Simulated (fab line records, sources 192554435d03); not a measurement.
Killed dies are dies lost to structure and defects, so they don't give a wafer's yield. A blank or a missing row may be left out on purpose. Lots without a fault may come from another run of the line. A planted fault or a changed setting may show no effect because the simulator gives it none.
Chamber matching | flow n5_finfet | N5_BEOL_M10_VIA_ETCH_34 on rie_diel-04: 4 sister chambers
The step etches SiCOH lowk in C4F6/O2, target depth 184.5 nm, time 69.2 s. 24 wafers are shown with their chamber, then 12 later ones without.

WAFERS WITH THEIR CHAMBER
wafer  | chamber | drypump_motor_current_A (A) | rf_vpp_V (V) | showerhead_plenum_p_Torr (Torr)
L074.3 | 0       | 5.6                         | 670          | 2.99
L074.5 | 3       | 6.0                         | 674          | 2.80
L074.6 | 2       | 5.3                         | 648          | 2.80
L075.2 | 2       | 5.3                         | 648          | 2.80
L075.5 | 0       | 5.6                         | 672          | 2.99
L075.6 | 2       | 5.3                         | 649          | 2.80
L086.1 | 2       | 5.3                         | 649          | 2.79
L086.2 | 3       | 6.0                         | 674          | 2.79
L086.3 | 0       | 5.6                         | 670          | 2.98
L086.4 | 1       | 5.5                         | 655          | 2.93
L086.5 | 0       | 5.6                         | 671          | 2.98
L086.6 | 1       | 5.5                         | 655          | 2.93
L085.1 | 0       | 5.6                         | 668          | 2.98
L085.2 | 1       | 5.5                         | 656          | 2.92
L085.3 | 3       | 6.1                         | 674          | 2.78
L085.4 | 2       | 5.3                         | 648          | 2.79
L085.5 | 1       | 5.5                         | 656          | 2.92
L085.6 | 2       | 5.3                         | 646          | 2.79
L090.2 | 2       | 5.3                         | 648          | 2.78
L090.3 | 1       | 5.5                         | 655          | 2.92
L090.5 | 1       | 5.5                         | 655          | 2.92
L092.2 | 0       | 5.6                         | 670          | 2.97
L092.4 | 1       | 5.5                         | 654          | 2.92
L092.6 | 2       | 5.3                         | 647          | 2.78

SIGNATURES (means of the wafers above)
reading                  | chamber 0 | chamber 1 | chamber 2 | chamber 3 | scatter within a chamber
drypump_motor_current_A  | 5.600     | 5.500     | 5.300     | 6.033     | 0.0183
rf_vpp_V                 | 670.17    | 655.14    | 647.88    | 674.00    | 0.963
showerhead_plenum_p_Torr | 2.9817    | 2.9229    | 2.7912    | 2.7900    | 0.00746
Rule: a wafer's distance from a chamber is the root of the sum, over the readings, of the square of ((its reading less the chamber's mean) divided by the reading's scatter). The wafer belongs to the nearest chamber; if the next one is less than 2 further off, it can't be placed. The scatter: the root of (the sum of the squares of (reading less its chamber's mean) over the shown wafers, divided by (wafers less chambers)).

WAFERS WITHOUT THEIR CHAMBER
wafer  | drypump_motor_current_A (A) | rf_vpp_V (V) | showerhead_plenum_p_Torr (Torr)
L094.1 | 5.3                         | 646          | 2.78
L094.2 | 5.6                         | 669          | 2.96
L094.3 | 5.5                         | 655          | 2.92
L096.2 | 5.3                         | 646          | 2.78
L096.3 | 5.5                         | 656          | 2.92
L096.5 | 5.3                         | 648          | 2.78
L097.1 | 5.5                         | 655          | 2.91
L097.2 | 6.0                         | 673          | 2.78
L097.3 | 5.3                         | 647          | 2.77
L097.4 | 5.6                         | 670          | 2.96
L097.5 | 5.5                         | 655          | 2.91
L097.6 | 5.6                         | 670          | 2.96

WHICH CHAMBER EACH WENT THROUGH
wafer  | from the rows above | in truth
L094.1 | 2                   | 2
L094.2 | 0                   | 0
L094.3 | 1                   | 1
L096.2 | 2                   | 2
L096.3 | 1                   | 1
L096.5 | 2                   | 2
L097.1 | 1                   | 1
L097.2 | 3                   | 3
L097.3 | 2                   | 2
L097.4 | 0                   | 0
L097.5 | 1                   | 1
L097.6 | 0                   | 0
Placed correctly: 12 of 12. Can't be placed from these rows: 0. Placed wrongly: 0.
